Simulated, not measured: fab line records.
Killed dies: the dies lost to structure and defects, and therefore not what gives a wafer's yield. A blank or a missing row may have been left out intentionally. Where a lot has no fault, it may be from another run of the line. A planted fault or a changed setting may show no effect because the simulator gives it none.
Which tool did it? / flow nandHarc / Sampling: 24 lots, 72 wafers, 6 of 1302 route steps

== WHAT THE GAUGES READ, wafer by wafer ==
NHARC_P_M2_INSPECT_11. Usual: rawDefectCount at 4.1, with a standard deviation of 2.6.
lot=L074; measured=day 6 13:47; on=defectInspect-02; rawDefectCount=7 5 5; flag=
lot=L075; measured=day 6 21:48; on=defectInspect-02; rawDefectCount=6 9 11; flag=
lot=L076; measured=day 7 09:24; on=defectInspect-01; rawDefectCount=5 5 3; flag=
lot=L077; measured=day 7 13:45; on=defectInspect-02; rawDefectCount=2 5 4; flag=
lot=L078; measured=day 8 04:58; on=defectInspect-02; rawDefectCount=8 11 3; flag=
lot=L079; measured=day 8 12:50; on=defectInspect-01; rawDefectCount=5 4 5; flag=
lot=L080; measured=day 9 00:35; on=defectInspect-02; rawDefectCount=4 7 1; flag=
lot=L081; measured=day 9 14:16; on=defectInspect-01; rawDefectCount=2 1 4; flag=
lot=L082; measured=day 9 15:02; on=defectInspect-02; rawDefectCount=3 1 1; flag=
lot=L083; measured=day 10 09:43; on=defectInspect-01; rawDefectCount=4 1 3; flag=
lot=L084; measured=day 10 16:11; on=defectInspect-01; rawDefectCount=7 2 2; flag=
lot=L085; measured=day 11 01:15; on=defectInspect-01; rawDefectCount=5 0 3; flag=
lot=L086; measured=day 11 20:15; on=defectInspect-02; rawDefectCount=2 4 5; flag=
lot=L087; measured=day 12 00:08; on=defectInspect-02; rawDefectCount=4 3 2; flag=
lot=L088; measured=day 12 10:07; on=defectInspect-02; rawDefectCount=10 6 7; flag=
lot=L089; measured=day 12 20:01; on=defectInspect-02; rawDefectCount=5 2 1; flag=
lot=L090; measured=day 13 07:47; on=defectInspect-01; rawDefectCount=4 4 14; flag=
lot=L091; measured=day 13 09:08; on=defectInspect-01; rawDefectCount=2 1 4; flag=
lot=L092; measured=day 13 20:55; on=defectInspect-02; rawDefectCount=1 5 3; flag=
lot=L094; measured=day 14 12:28; on=defectInspect-02; rawDefectCount=2 2 4; flag=
lot=L093; measured=day 14 13:55; on=defectInspect-01; rawDefectCount=2 4 5; flag=
lot=L095; measured=day 15 01:44; on=defectInspect-01; rawDefectCount=7 7 1; flag=
lot=L097; measured=day 16 07:49; on=defectInspect-01; rawDefectCount=5 2 1; flag=
lot=L096; measured=day 16 08:44; on=defectInspect-01; rawDefectCount=5 3 3; flag=

NHARC_P_BONDPAD_CD_MEAS_09 targets a cd of 500 nm. Usual: cdNm at 500.4 nm, with a standard deviation of 2.1.
lot=L074; measured=day 6 18:21; on=cdSem-03; cdNm (nm)=502.8 498.5 499.4; flag=
lot=L075; measured=day 7 02:21; on=cdSem-03; cdNm (nm)=501.4 501.3 497.7; flag=
lot=L076; measured=day 7 13:50; on=cdSem-02; cdNm (nm)=501.1 501.7 498.2; flag=
lot=L077; measured=day 7 18:10; on=cdSem-02; cdNm (nm)=497.0 497.1 500.1; flag=
lot=L078; measured=day 8 09:23; on=cdSem-01; cdNm (nm)=501.0 500.9 498.9; flag=
lot=L079; measured=day 8 17:16; on=cdSem-01; cdNm (nm)=500.9 499.2 502.2; flag=
lot=L080; measured=day 9 05:07; on=cdSem-01; cdNm (nm)=505.0 498.4 505.0; flag=
lot=L081; measured=day 9 18:44; on=cdSem-01; cdNm (nm)=499.7 501.6 498.2; flag=
lot=L082; measured=day 9 19:35; on=cdSem-03; cdNm (nm)=498.2 499.3 503.9; flag=
lot=L083; measured=day 10 14:13; on=cdSem-02; cdNm (nm)=499.3 497.4 497.4; flag=
lot=L084; measured=day 10 21:31; on=cdSem-02; cdNm (nm)=501.3 502.4 498.3; flag=
lot=L085; measured=day 11 05:40; on=cdSem-01; cdNm (nm)=499.0 497.4 500.8; flag=
lot=L086; measured=day 12 00:32; on=cdSem-02; cdNm (nm)=501.4 501.7 502.0; flag=
lot=L087; measured=day 12 04:34; on=cdSem-03; cdNm (nm)=499.4 499.1 501.3; flag=
lot=L088; measured=day 12 14:27; on=cdSem-02; cdNm (nm)=498.6 500.3 502.6; flag=
lot=L089; measured=day 13 00:19; on=cdSem-02; cdNm (nm)=502.6 501.1 501.6; flag=
lot=L090; measured=day 13 12:19; on=cdSem-01; cdNm (nm)=499.1 497.4 500.2; flag=
lot=L091; measured=day 13 13:32; on=cdSem-02; cdNm (nm)=498.6 500.3 500.1; flag=
lot=L092; measured=day 14 01:20; on=cdSem-03; cdNm (nm)=502.6 496.2 499.0; flag=
lot=L094; measured=day 14 16:50; on=cdSem-03; cdNm (nm)=500.9 501.8 500.0; flag=
lot=L093; measured=day 14 18:24; on=cdSem-02; cdNm (nm)=503.3 499.3 503.7; flag=
lot=L095; measured=day 15 06:03; on=cdSem-03; cdNm (nm)=500.1 497.9 502.1; flag=
lot=L097; measured=day 16 12:14; on=cdSem-03; cdNm (nm)=503.6 504.9 501.1; flag=
lot=L096; measured=day 16 13:07; on=cdSem-03; cdNm (nm)=497.4 496.7 498.9; flag=

NHARC_A_SOURCE_PLATE_THK_MEAS_06: measures by ellipsometry. Usual: thkNm at 200.4 nm, with a standard deviation of 2.2.
lot=L074; measured=day 7 20:04; on=filmMetro-02; thkNm (nm)=199.3 197.2 199.2; flag=
lot=L075; measured=day 8 03:51; on=filmMetro-01; thkNm (nm)=202.0 205.1 204.0; flag=
lot=L076; measured=day 8 15:43; on=filmMetro-01; thkNm (nm)=196.5 198.5 199.3; flag=
lot=L077; measured=day 8 19:37; on=filmMetro-02; thkNm (nm)=198.7 200.7 202.5; flag=
lot=L078; measured=day 9 11:43; on=filmMetro-01; thkNm (nm)=202.6 201.1 199.3; flag=
lot=L079; measured=day 9 18:38; on=filmMetro-02; thkNm (nm)=201.5 201.1 202.5; flag=
lot=L080; measured=day 10 10:47; on=filmMetro-02; thkNm (nm)=204.0 204.9 205.4; flag=
lot=L081; measured=day 11 00:09; on=filmMetro-02; thkNm (nm)=203.5 200.6 202.4; flag=
lot=L082; measured=day 11 00:09; on=filmMetro-01; thkNm (nm)=202.5 203.7 199.6; flag=
lot=L083; measured=day 11 15:35; on=filmMetro-02; thkNm (nm)=199.4 199.1 197.9; flag=
lot=L084; measured=day 11 22:34; on=filmMetro-02; thkNm (nm)=199.4 201.2 199.6; flag=
lot=L085; measured=day 12 07:39; on=filmMetro-02; thkNm (nm)=196.1 200.1 200.7; flag=
lot=L086; measured=day 13 02:00; on=filmMetro-01; thkNm (nm)=196.7 197.2 195.5; flag=
lot=L087; measured=day 13 05:52; on=filmMetro-02; thkNm (nm)=200.2 199.0 198.7; flag=
lot=L088; measured=day 13 16:24; on=filmMetro-02; thkNm (nm)=199.7 201.2 202.2; flag=
lot=L089; measured=day 14 05:31; on=filmMetro-02; thkNm (nm)=200.9 201.3 197.0; flag=
lot=L090; measured=day 14 16:35; on=filmMetro-02; thkNm (nm)=201.8 201.4 199.4; flag=
lot=L091; measured=day 14 16:35; on=filmMetro-01; thkNm (nm)=198.7 200.0 197.9; flag=
lot=L092; measured=day 15 02:34; on=filmMetro-02; thkNm (nm)=198.9 201.6 200.3; flag=
lot=L094; measured=day 15 19:46; on=filmMetro-01; thkNm (nm)=200.2 197.3 199.2; flag=
lot=L093; measured=day 15 19:46; on=filmMetro-02; thkNm (nm)=198.7 196.1 197.9; flag=
lot=L095; measured=day 16 08:01; on=filmMetro-02; thkNm (nm)=198.4 196.5 198.3; flag=
lot=L097; measured=day 17 13:52; on=filmMetro-02; thkNm (nm)=205.0 203.1 203.4; flag=
lot=L096; measured=day 17 13:52; on=filmMetro-01; thkNm (nm)=203.3 203.5 202.6; flag=

NHARC_A_ONON_D1_THK_MEAS_18: measures by ellipsometry. Usual: thkNm at 1001 nm, with a standard deviation of 10.
lot=L074; measured=day 8 07:04; on=filmMetro-01; thkNm (nm)=997 995 996; flag=
lot=L075; measured=day 8 14:23; on=filmMetro-02; thkNm (nm)=992 994 993; flag=
lot=L076; measured=day 9 03:01; on=filmMetro-01; thkNm (nm)=1004 1001 1002; flag=
lot=L077; measured=day 9 03:01; on=filmMetro-02; thkNm (nm)=979 978 978; flag=
lot=L078; measured=day 9 22:38; on=filmMetro-01; thkNm (nm)=998 999 999; flag=
lot=L079; measured=day 10 05:49; on=filmMetro-02; thkNm (nm)=1008 1010 1008; flag=
lot=L080; measured=day 10 21:34; on=filmMetro-01; thkNm (nm)=1006 1005 1006; flag=
lot=L081; measured=day 11 12:14; on=filmMetro-01; thkNm (nm)=1005 1006 1006; flag=
lot=L082; measured=day 11 12:13; on=filmMetro-02; thkNm (nm)=1006 1004 1005; flag=
lot=L083; measured=day 12 02:35; on=filmMetro-02; thkNm (nm)=1006 1008 1007; flag=
lot=L084; measured=day 12 09:13; on=filmMetro-01; thkNm (nm)=993 993 993; flag=
lot=L085; measured=day 12 19:04; on=filmMetro-01; thkNm (nm)=1026 1026 1028; flag=
lot=L086; measured=day 13 14:26; on=filmMetro-02; thkNm (nm)=982 980 981; flag=
lot=L087; measured=day 13 14:26; on=filmMetro-01; thkNm (nm)=1010 1009 1009; flag=
lot=L088; measured=day 14 03:05; on=filmMetro-01; thkNm (nm)=998 998 996; flag=
lot=L089; measured=day 14 17:02; on=filmMetro-01; thkNm (nm)=987 987 988; flag=
lot=L090; measured=day 15 03:35; on=filmMetro-01; thkNm (nm)=999 1000 999; flag=
lot=L091; measured=day 15 03:35; on=filmMetro-02; thkNm (nm)=1007 1007 1005; flag=
lot=L092; measured=day 15 13:08; on=filmMetro-01; thkNm (nm)=996 996 995; flag=
lot=L094; measured=day 16 06:32; on=filmMetro-02; thkNm (nm)=1003 1000 1000; flag=
lot=L093; measured=day 16 06:32; on=filmMetro-01; thkNm (nm)=1009 1009 1009; flag=
lot=L095; measured=day 16 21:10; on=filmMetro-01; thkNm (nm)=995 995 994; flag=
lot=L097; measured=day 18 01:44; on=filmMetro-02; thkNm (nm)=1008 1009 1006; flag=
lot=L096; measured=day 18 01:43; on=filmMetro-01; thkNm (nm)=1010 1009 1009; flag=

== WHICH TOOL RAN EACH LOT (tool, then ch and the chambers of the sampled wafers, then the start) ==
lot=L074; NHARC_P_BONDPAD_ETCH_24=rieDiel-12 ch 0,3, day 6 19:08; NHARC_A_ZERO_WELL_RTA_16=rtpAnneal-01 ch 0, day 7 00:14
lot=L075; NHARC_P_BONDPAD_ETCH_24=rieDiel-13 ch 0,2,3, day 7 07:46 or earlier; NHARC_A_ZERO_WELL_RTA_16=rtpAnneal-02 ch 0, day 7 07:46
lot=L076; NHARC_P_BONDPAD_ETCH_24=rieDiel-12 ch 0,2,3, day 7 19:13 or earlier; NHARC_A_ZERO_WELL_RTA_16=rtpAnneal-01 ch 0, day 7 19:13
lot=L077; NHARC_P_BONDPAD_ETCH_24=rieDiel-12 ch 0,2,3, day 7 23:35 or earlier; NHARC_A_ZERO_WELL_RTA_16=rtpAnneal-02 ch 0, day 7 23:35
lot=L078; NHARC_P_BONDPAD_ETCH_24=rieDiel-13 ch 0,1,3, day 8 14:47 or earlier; NHARC_A_ZERO_WELL_RTA_16=rtpAnneal-01 ch 0, day 8 14:47
lot=L079; NHARC_P_BONDPAD_ETCH_24=rieDiel-10 ch 0,1,3, day 8 22:31 or earlier; NHARC_A_ZERO_WELL_RTA_16=rtpAnneal-01 ch 0, day 8 22:31
lot=L080; NHARC_P_BONDPAD_ETCH_24=rieDiel-10 ch 0,2, day 9 10:48 or earlier; NHARC_A_ZERO_WELL_RTA_16=rtpAnneal-02 ch 0, day 9 10:48
lot=L081; NHARC_P_BONDPAD_ETCH_24=rieDiel-10 ch 0,1,3, day 10 00:13 or earlier; NHARC_A_ZERO_WELL_RTA_16=rtpAnneal-02 ch 0, day 10 00:13
lot=L082; NHARC_P_BONDPAD_ETCH_24=rieDiel-13 ch 0,1,2, day 10 01:08 or earlier; NHARC_A_ZERO_WELL_RTA_16=rtpAnneal-01 ch 0, day 10 01:08
lot=L083; NHARC_P_BONDPAD_ETCH_24=rieDiel-13 ch 0,1,3, day 10 19:30 or earlier; NHARC_A_ZERO_WELL_RTA_16=rtpAnneal-01 ch 0, day 10 19:30
lot=L084; NHARC_P_BONDPAD_ETCH_24=rieDiel-12 ch 0,1,3, day 11 02:53 or earlier; NHARC_A_ZERO_WELL_RTA_16=rtpAnneal-01 ch 0, day 11 02:53
lot=L085; NHARC_P_BONDPAD_ETCH_24=rieDiel-13 ch 0,3, day 11 10:59 or earlier; NHARC_A_ZERO_WELL_RTA_16=rtpAnneal-02 ch 0, day 11 10:59
lot=L086; NHARC_P_BONDPAD_ETCH_24=rieDiel-12 ch 0,1, day 12 05:47 or earlier; NHARC_A_ZERO_WELL_RTA_16=rtpAnneal-01 ch 0, day 12 05:47
lot=L087; NHARC_P_BONDPAD_ETCH_24=rieDiel-10 ch 0,2, day 12 05:20; NHARC_A_ZERO_WELL_RTA_16=rtpAnneal-02 ch 0, day 12 10:01
lot=L088; NHARC_P_BONDPAD_ETCH_24=rieDiel-13 ch 0,1, day 12 19:45 or earlier; NHARC_A_ZERO_WELL_RTA_16=rtpAnneal-01 ch 0, day 12 19:45
lot=L089; NHARC_P_BONDPAD_ETCH_24=rieDiel-10 ch 0,2,3, day 13 05:52 or earlier; NHARC_A_ZERO_WELL_RTA_16=rtpAnneal-02 ch 0, day 13 05:52
lot=L090; NHARC_P_BONDPAD_ETCH_24=rieDiel-10 ch 1,3, day 13 17:42 or earlier; NHARC_A_ZERO_WELL_RTA_16=rtpAnneal-01 ch 0, day 13 17:42
lot=L091; NHARC_P_BONDPAD_ETCH_24=rieDiel-10 ch 0,2,3, day 13 18:46 or earlier; NHARC_A_ZERO_WELL_RTA_16=rtpAnneal-01 ch 0, day 13 18:46
lot=L092; NHARC_P_BONDPAD_ETCH_24=rieDiel-10 ch 2,3, day 14 06:39 or earlier; NHARC_A_ZERO_WELL_RTA_16=rtpAnneal-01 ch 0, day 14 06:39
lot=L094; NHARC_P_BONDPAD_ETCH_24=rieDiel-13 ch 0,1,2, day 14 17:37; NHARC_A_ZERO_WELL_RTA_16=rtpAnneal-01 ch 0, day 14 22:08
lot=L093; NHARC_P_BONDPAD_ETCH_24=rieDiel-10 ch 0,1,3, day 14 23:44 or earlier; NHARC_A_ZERO_WELL_RTA_16=rtpAnneal-01 ch 0, day 14 23:44
lot=L095; NHARC_P_BONDPAD_ETCH_24=rieDiel-12 ch 0,2,3, day 15 11:40 or earlier; NHARC_A_ZERO_WELL_RTA_16=rtpAnneal-01 ch 0, day 15 11:40
lot=L097; NHARC_P_BONDPAD_ETCH_24=rieDiel-12 ch 0,2,3, day 16 17:48 or earlier; NHARC_A_ZERO_WELL_RTA_16=rtpAnneal-02 ch 0, day 16 17:48
lot=L096; NHARC_P_BONDPAD_ETCH_24=rieDiel-13 ch 1,2,3, day 16 18:37 or earlier; NHARC_A_ZERO_WELL_RTA_16=rtpAnneal-02 ch 0, day 16 18:37
- NHARC_P_BONDPAD_ETCH_24: etches the open film in CF4/N2, target depth 30 nm, time 72.99 s.
- NHARC_A_ZERO_WELL_RTA_16: time 10 s.

== AS READ BY THE TOOLS THEMSELVES (means over the sampled wafers that have a number; for cases with no such wafer, the mark the record gives instead) ==
NHARC_P_BONDPAD_ETCH_24. Usual: chamberPressureMTorr 29.997 mTorr, standard deviation 0.026; drypumpMotorCurrentA 5.5 A, standard deviation 0.33; oesProductAu 0.997 a.u., standard deviation 0.0096; rfVppV 314.7 V, standard deviation 2.1; showerheadPlenumPTorr 2.66 Torr, standard deviation 0.11; throttleValvePct 19.793 %, standard deviation 0.0094.
lot=L074; tool=rieDiel-12; chamberPressureMTorr (mTorr)=29.973; drypumpMotorCurrentA (A)=5.5; oesProductAu (a.u.)=1.001; rfVppV (V)=315.6; showerheadPlenumPTorr (Torr)=2.70; throttleValvePct (%)=19.783; flag=
lot=L075; tool=rieDiel-13; chamberPressureMTorr (mTorr)=29.980; drypumpMotorCurrentA (A)=5.5; oesProductAu (a.u.)=0.992; rfVppV (V)=313.3; showerheadPlenumPTorr (Torr)=2.65; throttleValvePct (%)=19.800; flag=
lot=L076; tool=rieDiel-12; chamberPressureMTorr (mTorr)=30.010; drypumpMotorCurrentA (A)=5.5; oesProductAu (a.u.)=0.999; rfVppV (V)=315.7; showerheadPlenumPTorr (Torr)=2.71; throttleValvePct (%)=19.793; flag=
lot=L077; tool=rieDiel-12; chamberPressureMTorr (mTorr)=30.005; drypumpMotorCurrentA (A)=5.5; oesProductAu (a.u.)=1.000; rfVppV (V)=315.8; showerheadPlenumPTorr (Torr)=2.71; throttleValvePct (%)=19.793; flag=
lot=L078; tool=rieDiel-13; chamberPressureMTorr (mTorr)=30.014; drypumpMotorCurrentA (A)=5.4; oesProductAu (a.u.)=0.995; rfVppV (V)=315.8; showerheadPlenumPTorr (Torr)=2.76; throttleValvePct (%)=19.788; flag=
lot=L079; tool=rieDiel-10; chamberPressureMTorr (mTorr)=30.002; drypumpMotorCurrentA (A)=5.8; oesProductAu (a.u.)=0.995; rfVppV (V)=314.0; showerheadPlenumPTorr (Torr)=2.60; throttleValvePct (%)=19.786; flag=
lot=L080; tool=rieDiel-10; chamberPressureMTorr (mTorr)=29.998; drypumpMotorCurrentA (A)=5.8; oesProductAu (a.u.)=1.003; rfVppV (V)=316.3; showerheadPlenumPTorr (Torr)=2.69; throttleValvePct (%)=19.798; flag=
lot=L081; tool=rieDiel-10; chamberPressureMTorr (mTorr)=30.018; drypumpMotorCurrentA (A)=5.8; oesProductAu (a.u.)=0.993; rfVppV (V)=313.9; showerheadPlenumPTorr (Torr)=2.60; throttleValvePct (%)=19.787; flag=
lot=L082; tool=rieDiel-13; chamberPressureMTorr (mTorr)=29.969; drypumpMotorCurrentA (A)=5.4; oesProductAu (a.u.)=0.998; rfVppV (V)=315.6; showerheadPlenumPTorr (Torr)=2.65; throttleValvePct (%)=19.792; flag=
lot=L083; tool=rieDiel-13; chamberPressureMTorr (mTorr)=29.975; drypumpMotorCurrentA (A)=5.4; oesProductAu (a.u.)=1.003; rfVppV (V)=316.4; showerheadPlenumPTorr (Torr)=2.76; throttleValvePct (%)=19.791; flag=
lot=L084; tool=rieDiel-12; chamberPressureMTorr (mTorr)=30.021; drypumpMotorCurrentA (A)=5.2; oesProductAu (a.u.)=0.988; rfVppV (V)=314.7; showerheadPlenumPTorr (Torr)=2.68; throttleValvePct (%)=19.795; flag=
lot=L085; tool=rieDiel-13; chamberPressureMTorr (mTorr)=29.998; drypumpMotorCurrentA (A)=5.6; oesProductAu (a.u.)=0.993; rfVppV (V)=316.2; showerheadPlenumPTorr (Torr)=2.76; throttleValvePct (%)=19.793; flag=
lot=L086; tool=rieDiel-12; chamberPressureMTorr (mTorr)=29.992; drypumpMotorCurrentA (A)=5.0; oesProductAu (a.u.)=0.989; rfVppV (V)=315.3; showerheadPlenumPTorr (Torr)=2.70; throttleValvePct (%)=19.788; flag=
lot=L087; tool=rieDiel-10; chamberPressureMTorr (mTorr)=29.995; drypumpMotorCurrentA (A)=5.6; oesProductAu (a.u.)=1.003; rfVppV (V)=313.6; showerheadPlenumPTorr (Torr)=2.64; throttleValvePct (%)=19.787; flag=
lot=L088; tool=rieDiel-13; chamberPressureMTorr (mTorr)=29.986; drypumpMotorCurrentA (A)=5.3; oesProductAu (a.u.)=1.001; rfVppV (V)=316.4; showerheadPlenumPTorr (Torr)=2.76; throttleValvePct (%)=19.783; flag=
lot=L089; tool=rieDiel-10; chamberPressureMTorr (mTorr)=30.015; drypumpMotorCurrentA (A)=5.7; oesProductAu (a.u.)=0.996; rfVppV (V)=313.6; showerheadPlenumPTorr (Torr)=2.63; throttleValvePct (%)=19.797; flag=
lot=L090; tool=rieDiel-10; chamberPressureMTorr (mTorr)=29.994; drypumpMotorCurrentA (A)=5.7; oesProductAu (a.u.)=1.003; rfVppV (V)=312.5; showerheadPlenumPTorr (Torr)=2.54; throttleValvePct (%)=19.800; flag=
lot=L091; tool=rieDiel-10; chamberPressureMTorr (mTorr)=29.956; drypumpMotorCurrentA (A)=5.7; oesProductAu (a.u.)=0.995; rfVppV (V)=314.0; showerheadPlenumPTorr (Torr)=2.63; throttleValvePct (%)=19.802; flag=
lot=L092; tool=rieDiel-10; chamberPressureMTorr (mTorr)=29.995; drypumpMotorCurrentA (A)=5.6; oesProductAu (a.u.)=0.996; rfVppV (V)=312.1; showerheadPlenumPTorr (Torr)=2.56; throttleValvePct (%)=19.792; flag=
lot=L094; tool=rieDiel-13; chamberPressureMTorr (mTorr)=30.020; drypumpMotorCurrentA (A)=5.4; oesProductAu (a.u.)=1.005; rfVppV (V)=314.3; showerheadPlenumPTorr (Torr)=2.65; throttleValvePct (%)=19.791; flag=
lot=L093; tool=rieDiel-10; chamberPressureMTorr (mTorr)=30.015; drypumpMotorCurrentA (A)=5.8; oesProductAu (a.u.)=0.987; rfVppV (V)=313.4; showerheadPlenumPTorr (Torr)=2.59; throttleValvePct (%)=19.800; flag=
lot=L095; tool=rieDiel-12; chamberPressureMTorr (mTorr)=29.980; drypumpMotorCurrentA (A)=5.5; oesProductAu (a.u.)=0.992; rfVppV (V)=314.6; showerheadPlenumPTorr (Torr)=2.71; throttleValvePct (%)=19.797; flag=
lot=L097; tool=rieDiel-12; chamberPressureMTorr (mTorr)=29.995; drypumpMotorCurrentA (A)=5.5; oesProductAu (a.u.)=0.989; rfVppV (V)=315.7; showerheadPlenumPTorr (Torr)=2.71; throttleValvePct (%)=19.792; flag=
lot=L096; tool=rieDiel-13; chamberPressureMTorr (mTorr)=29.995; drypumpMotorCurrentA (A)=5.6; oesProductAu (a.u.)=0.990; rfVppV (V)=315.6; showerheadPlenumPTorr (Torr)=2.70; throttleValvePct (%)=19.805; flag=

NHARC_A_ZERO_WELL_RTA_16. Usual: lampPowerPct 29.4 %, standard deviation 2.1; wafer_temp_C_max 1004.7, standard deviation 1.1.
lot=L074; tool=rtpAnneal-01; lampPowerPct (%)=31.1; wafer_temp_C_max=1005.7; flag=
lot=L075; tool=rtpAnneal-02; lampPowerPct (%)=26.7; wafer_temp_C_max=1004.2; flag=
lot=L076; tool=rtpAnneal-01; lampPowerPct (%)=31.1; wafer_temp_C_max=1005.3; flag=
lot=L077; tool=rtpAnneal-02; lampPowerPct (%)=26.7; wafer_temp_C_max=1004.3; flag=
lot=L078; tool=rtpAnneal-01; lampPowerPct (%)=31.1; wafer_temp_C_max=1003.9; flag=
lot=L079; tool=rtpAnneal-01; lampPowerPct (%)=31.1; wafer_temp_C_max=1003.9; flag=
lot=L080; tool=rtpAnneal-02; lampPowerPct (%)=26.7; wafer_temp_C_max=1004.4; flag=
lot=L081; tool=rtpAnneal-02; lampPowerPct (%)=26.7; wafer_temp_C_max=1005.0; flag=
lot=L082; tool=rtpAnneal-01; lampPowerPct (%)=31.1; wafer_temp_C_max=1005.1; flag=
lot=L083; tool=rtpAnneal-01; lampPowerPct (%)=31.1; wafer_temp_C_max=1004.3; flag=
lot=L084; tool=rtpAnneal-01; lampPowerPct (%)=31.1; wafer_temp_C_max=1006.6; flag=
lot=L085; tool=rtpAnneal-02; lampPowerPct (%)=26.7; wafer_temp_C_max=1004.2; flag=
lot=L086; tool=rtpAnneal-01; lampPowerPct (%)=31.1; wafer_temp_C_max=1004.8; flag=
lot=L087; tool=rtpAnneal-02; lampPowerPct (%)=26.7; wafer_temp_C_max=1005.4; flag=
lot=L088; tool=rtpAnneal-01; lampPowerPct (%)=31.1; wafer_temp_C_max=1004.2; flag=
lot=L089; tool=rtpAnneal-02; lampPowerPct (%)=26.7; wafer_temp_C_max=1004.0; flag=
lot=L090; tool=rtpAnneal-01; lampPowerPct (%)=31.2; wafer_temp_C_max=1004.7; flag=
lot=L091; tool=rtpAnneal-01; lampPowerPct (%)=31.1; wafer_temp_C_max=1004.9; flag=
lot=L092; tool=rtpAnneal-01; lampPowerPct (%)=31.1; wafer_temp_C_max=1005.2; flag=
lot=L094; tool=rtpAnneal-01; lampPowerPct (%)=31.1; wafer_temp_C_max=1005.2; flag=
lot=L093; tool=rtpAnneal-01; lampPowerPct (%)=31.2; wafer_temp_C_max=1003.8; flag=
lot=L095; tool=rtpAnneal-01; lampPowerPct (%)=31.0; wafer_temp_C_max=1005.4; flag=
lot=L097; tool=rtpAnneal-02; lampPowerPct (%)=26.7; wafer_temp_C_max=1004.9; flag=
lot=L096; tool=rtpAnneal-02; lampPowerPct (%)=26.7; wafer_temp_C_max=1004.3; flag=

== THE ANSWER, worked out from the rows above alone ==
Rule: a lot counts as off when the mean over its wafers that have a number is more than 3 standard deviations away from the usual mean. A lot without any number at a reading at which 4 lots or more have one is off too. Any other lot the step has rows for is counted as sound. After the gauges, taken in route order, come the tools' own readings; for these a lot's mean is taken, as printed above. The first step at which some lot is off is used, and at that step the reading that is off furthest; a lot without a number counts as furthest.
Across all readings shown, no lot is off: no conclusion can be drawn from this.

== WHAT WAS PUT IN BY THE SIMULATOR ==
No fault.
